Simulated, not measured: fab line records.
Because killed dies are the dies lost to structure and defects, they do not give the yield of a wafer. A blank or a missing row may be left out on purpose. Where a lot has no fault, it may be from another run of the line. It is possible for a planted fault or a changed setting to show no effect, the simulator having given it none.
Problem report in the 8D (eight disciplines) form, filled by code    flow nand-harc    the parts of the form that need people (team, actions taken, sign-off) are left out

== 1. THE PROBLEM ==
A mean of 55.7 s is read at NHARC_P_M0_ETCH_34 for run-length-s, taken on 1 wafer of 1 lot, against 65.1 s (standard deviation 0.3) on wafers free of any fault. Relative to the usual mean, that is a shift of -31 standard deviations.
The step: etches the open film in N2/H2, target depth 40 nm, overetch 12 nm, time 43.94 s.
Seen first at day 9 09:06 on rie-diel-05, wafer L276.1. Wafers with a number at this step in the record: 36, from 12 lots. The rule behind "out" and "out of limits": a value lying over 4 standard deviations away from the usual mean. Any other wafer with a number is counted as sound.

== 2. WHAT IT IS, WHAT IT ISN'T ==
question                     is                is not
which readings at this step  run-length-s      drypump-motor-current-A, h2-flow-sccm, oes-product-au, rf-vpp-V, showerhead-plenum-p-Torr, throttle-valve-pct
which lots                   L276              L270, L272, L273, L278, L284, L286, L287, L288, L289, L290, L291
which wafers of those lots   L276.1            L276.2, L276.4
read on which tools          rie-diel-05       rie-diel-03, rie-diel-10
when                         from day 9 09:06  up to then (11 sound wafers); but 24 sound wafers of L278, L284, L286, L287, L288, L289, L290, L291 came after

== 3. SUSPECTS, AND WHAT RULES EACH OUT ==
Counting: if a tool at a process step up to the reading ran every lot that is out, it stays a suspect. Sound lots after the first of them don't rule it out here, since some wafers of a struck lot are sound.
- ald-metal-02 at NHARC_P_CONTACT_ALD_22 (deposits TiN, target thk 3 nm, pulse time 1 s, ald cycles 150): kept. It ran the lot that is out, L276 (day 9 06:41).
- rie-diel-05 at NHARC_P_M0_ETCH_34 (etches the open film in N2/H2, target depth 40 nm, overetch 12 nm, time 43.94 s): kept. The lot that is out, L276, ran on it at day 9 09:06; the last sound lot it ran before that was L273, at day 8 04:11. On those wafers its own readings are out: run-length-s.
- ald-metal-02, NHARC_P_CONTACT_ALD_22: wafers that are out in chamber 2, sound lot-mates in chambers 1, 3.
- rie-diel-05, NHARC_P_M0_ETCH_34: wafers that are out in chamber 0, sound lot-mates in chambers 2, 3.
Remaining after the count are ald-metal-02 at NHARC_P_CONTACT_ALD_22 and rie-diel-05 at NHARC_P_M0_ETCH_34.

== 4. THE CAUSE (what the simulator had put in) ==
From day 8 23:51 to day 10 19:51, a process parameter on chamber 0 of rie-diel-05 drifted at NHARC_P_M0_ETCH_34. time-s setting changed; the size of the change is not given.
2 suspects survive the count, and this tool is in that group.

== 5. THE CHAIN OF EFFECTS, in route order ==
One row per reading whose mean, taken over the struck wafers that have a number, lies over 3 standard deviations from the usual. Only readings for which the record gives a usual standard deviation are gone through. hours: the time from each lot's start at the first step in this table that gives one to its start at this step, as a median over the lots. sigmas: the change in usual standard deviations.
hours  step                reading       usual   on struck wafers  change  sigmas
0      NHARC_P_M0_ETCH_34  run-length-s  65.1 s  55.7              -9.4    -31
It contains these process steps:
- NHARC_P_M0_ETCH_34: etches the open film in N2/H2, target depth 40 nm, overetch 12 nm, time 43.94 s.

== 6. HOW IT WOULD HAVE BEEN CAUGHT EARLIER ==
In this record no reading fell out of limits until day 9 09:06, 9 hours after the fault had begun at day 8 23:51.
